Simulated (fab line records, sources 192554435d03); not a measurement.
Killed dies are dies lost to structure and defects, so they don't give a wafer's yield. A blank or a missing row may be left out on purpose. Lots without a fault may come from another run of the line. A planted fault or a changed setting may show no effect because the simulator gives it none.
A struck lot beside a sound one | flow n5_finfet | 15 steps out of a route of 1938
Sound: wafers L696.2, L696.3, L696.4. Struck: wafers L698.5, L698.6. The cause comes at the end.
At each step with rows: each side's tool, then ch and its chambers, then its first start. Under that, the readings that differ: sound wafers | struck wafers | difference of the means | sigmas: that difference in standard deviations of wafers without a fault.
alike: readings whose means differ by less than 2 such deviations, and words and numbers that are the same on both sides. not compared: withheld readings, readings that some wafer has no value for, bounds like >300 that may hide the same value, and numbers for which the record gives no deviation and whose values overlap.
The two part at a step that has a row with sigmas, a row that says differs or no value, or rows on one side only. Numbers that don't overlap but have no deviation are shown without sigmas and don't part them. A reading that every wafer of one side lacks parts them only if that side has two wafers or more.

first, 1 step without rows for these wafers: N5_BEOL_M1_SPUTTER_92 (material Cu, target thk 4.5 nm, time 8.29 s).
N5_BEOL_M1_ANNEAL_93: time 240 s.
  sound on pvd_sputter-02, day 7 16:15; struck on pvd_sputter-01, day 8 07:25
  alike: heater_power_w
then, 1 step without rows for these wafers: N5_BEOL_M1_SPUTTER_94 (material Cu, target thk 4.5 nm, time 8.29 s).
N5_BEOL_M1_ANNEAL_95: time 240 s.
  sound on pvd_sputter-02, day 7 16:28; struck on pvd_sputter-01, day 8 07:38
  alike: heater_power_w
N5_BEOL_M1_SPUTTER_96: material Cu, target thk 4.5 nm, time 8.29 s.
  sound on pvd_sputter-02, day 7 16:37; struck on pvd_sputter-01, day 8 07:44
  alike: substrate_temp_c, throttle_valve_pct
then, 2 steps without rows for these wafers: N5_BEOL_M1_ECD_50 (material Cu, target thk 300 nm); N5_BEOL_M1_ANNEAL_51 (time 90 s).
N5_BEOL_M1_CMP_52: polishes, stops on SiOC, t overpolish 6.8 s, target thk 40 nm.
  sound on cmp-02 ch 0,1,3, day 7 17:08; struck on cmp-03 ch 0,1, day 8 08:21
  reading                | sound          | struck    | difference | sigmas
  time_to_endpoint_s (s) | 62.1 63.3 59.3 | 65.8 69.2 | +5.9       | +2
  alike: barrier_field_endpoint_s, motor_current_A, overpolish_run_s
N5_BEOL_M1_THK_MEAS_53: measures by xrf.
  sound on film_metro-02, day 7 17:24; struck on film_metro-02, day 8 08:29
  alike: M1_THK
N5_BEOL_M1_PRE_CLEAN_60: time 15 s.
  sound on cvd_co-01 ch 0,1, day 7 17:26; struck on cvd_co-01 ch 1,2, day 8 08:33
  alike: heater_power_w
then, 2 steps without rows for these wafers: N5_BEOL_M1_CO_CAP_55 (material Co, precursor CCTBA/H2, target thk 2 nm, time 102.1 s); N5_BEOL_M1_PRE_CLEAN_56 (time 15 s).
N5_BEOL_M1_DEP_57: deposits SiCN from 3MS/NH3, target thk 8 nm, time 14 s.
  sound on pecvd-04 ch 0,2, day 7 17:35; struck on pecvd-03 ch 1,2, day 8 08:42
  reading                                  | sound   | struck    | difference | sigmas
  model.SiCN_of_BEOL_M1_DEP_57.thk_nm (nm) | 8 7.8 8 | 11.4 11.2 | +3.4       |
  alike: showerhead_plenum_p_Torr, throttle_valve_pct
N5_BEOL_M1_RS_MEAS_58: measures by four-point-probe.
  sound on film_metro-02, day 7 17:40; struck on film_metro-02, day 8 08:45
  alike: M1_RS
N5_BEOL_M4_RC_MEAS_101:
  sound on prober-02 ch 0, day 9 13:31; struck on prober-02 ch 0, day 10 08:12
  alike: DIBL_N, DIBL_P, IOFF_N, IOFF_P, ION_N, ION_P, SS_N, SS_P, VT_N, VT_P

WHERE THEY PART
Only at N5_BEOL_M1_CMP_52, within this record. Later steps at which nothing parts them and some readings are alike: N5_BEOL_M1_THK_MEAS_53, N5_BEOL_M1_PRE_CLEAN_60, N5_BEOL_M1_DEP_57, N5_BEOL_M1_RS_MEAS_58, N5_BEOL_M4_RC_MEAS_101.

WHY: what the simulator had put in
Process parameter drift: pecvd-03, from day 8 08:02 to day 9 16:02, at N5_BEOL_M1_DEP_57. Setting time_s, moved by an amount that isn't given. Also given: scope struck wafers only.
